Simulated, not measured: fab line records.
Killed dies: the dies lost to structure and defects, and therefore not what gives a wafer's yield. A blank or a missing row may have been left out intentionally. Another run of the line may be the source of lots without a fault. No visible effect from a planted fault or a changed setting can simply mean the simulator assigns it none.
Matching of chambers	flow n5_finfet	N5_BEOL_M0_CUTY_ETCH_62 on rie_diel-01: 4 sister chambers
The step etches SiARC in CF4, time 58.5 s. 8 wafers are shown with their chamber, then 10 later ones without.

## WAFERS WITH THEIR CHAMBER
wafer	chamber	drypump_motor_current_A (A)	showerhead_plenum_p_Torr (Torr)
L084.2	3	5.9	2.20
L088.2	1	5.2	2.13
L089.4	0	6.0	2.10
L090.1	1	5.2	2.12
L090.3	2	5.4	2.16
L090.5	0	6.0	2.10
L091.1	3	6.0	2.20
L091.3	2	5.4	2.16

## WAFERS WITHOUT THEIR CHAMBER
wafer	drypump_motor_current_A (A)	showerhead_plenum_p_Torr (Torr)
L091.5	5.4	2.16
L094.1	6.0	2.10
L094.2	6.0	2.20
L094.3	5.2	2.12
L094.4	5.4	2.16
L094.5	6.0	2.10
L094.6	5.9	2.20
L097.3	5.4	2.16
L097.5	5.9	2.19
L097.6	5.4	2.16

## EACH ONE'S CHAMBER
wafer	from the rows above	in truth
L091.5	2	2
L094.1	0	0
L094.2	3	3
L094.3	1	1
L094.4	2	2
L094.5	0	0
L094.6	3	3
L097.3	2	2
L097.5	3	3
L097.6	2	2
Placed correctly: 10 of 10. Not placeable from these rows: 0. Wrongly placed: 0.
How it was worked out, from the rows above alone: a wafer's distance from a chamber is the root of the sum, over the readings, of the square of ((its reading less the chamber's mean) divided by the reading's scatter). The wafer belongs to the nearest chamber; if the next one is less than 2 further off, it can't be placed. For every chamber, the mean is computed from those of its wafers that are shown. The scatter: the root of (the sum of the squares of (reading less its chamber's mean) over the shown wafers, divided by (wafers less chambers)).
